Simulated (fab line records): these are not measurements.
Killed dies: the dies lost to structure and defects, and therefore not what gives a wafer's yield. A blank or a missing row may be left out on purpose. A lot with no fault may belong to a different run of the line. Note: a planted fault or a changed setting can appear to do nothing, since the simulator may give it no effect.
Struck lot and sound lot, side by side :: flow n5_finfet :: 15 out of 1938 route steps
Sound: these wafers, L848.1, L848.2, L848.5. Struck: wafer L842.5 (L842.1, L842.2, from the same lot, were not struck and are left out); the cause is given at the end.
Each step with rows lists, per side, the tool, then ch with its chambers, then its first start. Under that, the readings that differ: sound wafers :: struck wafers :: difference of the means :: sigmas: that difference in standard deviations of wafers without a fault.
alike: readings whose means differ by less than 2 such deviations, and words and numbers that are the same on both sides. not compared: withheld readings, readings that some wafer has no value for, bounds like >300 that may hide the same value, and numbers for which the record gives no deviation and whose values overlap.
The two part at a step that has a row with sigmas, a row that says differs or no value, or rows on one side only. When numbers do not overlap yet have no deviation, they are printed without sigmas and do not part them. A reading missing from all wafers of one side parts the sides only when that side holds two or more wafers.

first, 1 step without rows for these wafers: N5_STI_FIN_REVEAL_DENSIFY_02 (time 1800 s).
N5_STI_FIN_REVEAL_CMP_04: polishes, stops on Si3N4, t overpolish 4 s, target thk 131.83 nm.
  sound on cmp-03 ch 1,3, day 8 01:41; struck on cmp-03 ch 1, day 6 08:26
  alike: motor_current_A, overpolish_run_s, time_to_endpoint_s
N5_STI_FIN_REVEAL_THK_MEAS_05:
  sound on film_metro-01, day 8 01:58; struck on film_metro-02, day 6 08:42
  alike: thk_nm
N5_STI_FIN_REVEAL_DENSIFY_30:
  sound on rtp_anneal-01 ch 0, day 8 02:00; struck on rtp_anneal-01 ch 0, day 6 08:43
  alike: lamp_power_pct, lamp_zone_4_pct
  not compared: wafer_temp_C_max
then, 1 step without rows for these wafers: N5_STI_FIN_REVEAL_ETCHBACK_08 (etches SiO2 in C4F6/O2, target depth 30.5 nm, time 10.167 s).
N5_STI_FIN_REVEAL_STRIP_24: strips in N2/H2, time 90 s.
  sound on rie_diel-05 ch 1,3, day 8 02:15; struck on rie_diel-04 ch 3, day 6 08:58
  alike: chamber_pressure_mTorr, drypump_motor_current_A, oes_product_au, rf_vpp_V, showerhead_plenum_p_Torr, throttle_valve_pct
  not compared: rf_hours_counter_h
then, 4 steps without rows for these wafers: N5_STI_FIN_REVEAL_PRECLEAN_25 (cleans in SPM, time 90 s); N5_STI_FIN_REVEAL_PRECLEAN_26 (cleans in SC1, time 45 s); N5_STI_FIN_REVEAL_PRECLEAN_29 (cleans in DHF, time 30 s); N5_STI_FIN_REVEAL_SRD_12 (time 30 s).
N5_STI_FIN_REVEAL_RECESS_09: chemistry HF/NH3, target SiO2, afs cycles 11, target depth 42.5 nm, sublimation time 60 s.
  sound on vapor_etch-02 ch 0,1, day 8 02:28; struck on vapor_etch-02 ch 0, day 6 10:15
  alike: drypump_motor_current_A
then, 1 step without rows for these wafers: N5_STI_FIN_REVEAL_STRIP_16 (strips SiNx in H3PO4, target depth 23.8 nm).
N5_STI_FIN_REVEAL_PRECLEAN_17: cleans in NF3:NH3, afs cycles 1, time 20 s, sublimation time 60 s.
  sound on remote_plasma-02 ch 1, day 8 04:21; struck on remote_plasma-01 ch 0, day 6 11:06
reading: time_s (s)
sound: 20 20 20
struck: 12.079
difference: -7.921
sigmas: 
  alike: pressure_torr
N5_STI_FIN_REVEAL_ETCH_34: etches Si in H2, material Si, target depth 0.97 nm.
  sound on rie_si-02 ch 0,1,3, day 8 04:33; struck on rie_si-02 ch 1, day 6 11:18
reading: oes_product_au (a.u.)
sound: 0.983 1.032 0.987
struck: 1.044
difference: +0.043
sigmas: +2
  alike: chamber_pressure_mTorr, drypump_motor_current_A, throttle_valve_pct
  not compared: rf_hours_counter_h
-- a jump in the record: the struck wafers' starts before and after are 9 days apart (it breaks off in module STI_FIN_REVEAL and resumes in module PASSIVATION, where the first step shown is number 1936 of the route) --
N5_PASSIVATION_PROBE_49:
  sound on prober-01, day 18 06:07; struck on prober-01, day 15 22:46
  alike: killed_at_M0_to_M3, killed_at_M4_up, killed_at_contacts, killed_at_front_end, killed_at_other, killed_dies, killed_on_rim, killed_open, killed_short

== WHERE THEY PART ==
Only at N5_STI_FIN_REVEAL_ETCH_34, within this record. Later steps at which nothing parts them and some readings are alike: N5_PASSIVATION_PROBE_49.

WHY: whatever the simulator had introduced
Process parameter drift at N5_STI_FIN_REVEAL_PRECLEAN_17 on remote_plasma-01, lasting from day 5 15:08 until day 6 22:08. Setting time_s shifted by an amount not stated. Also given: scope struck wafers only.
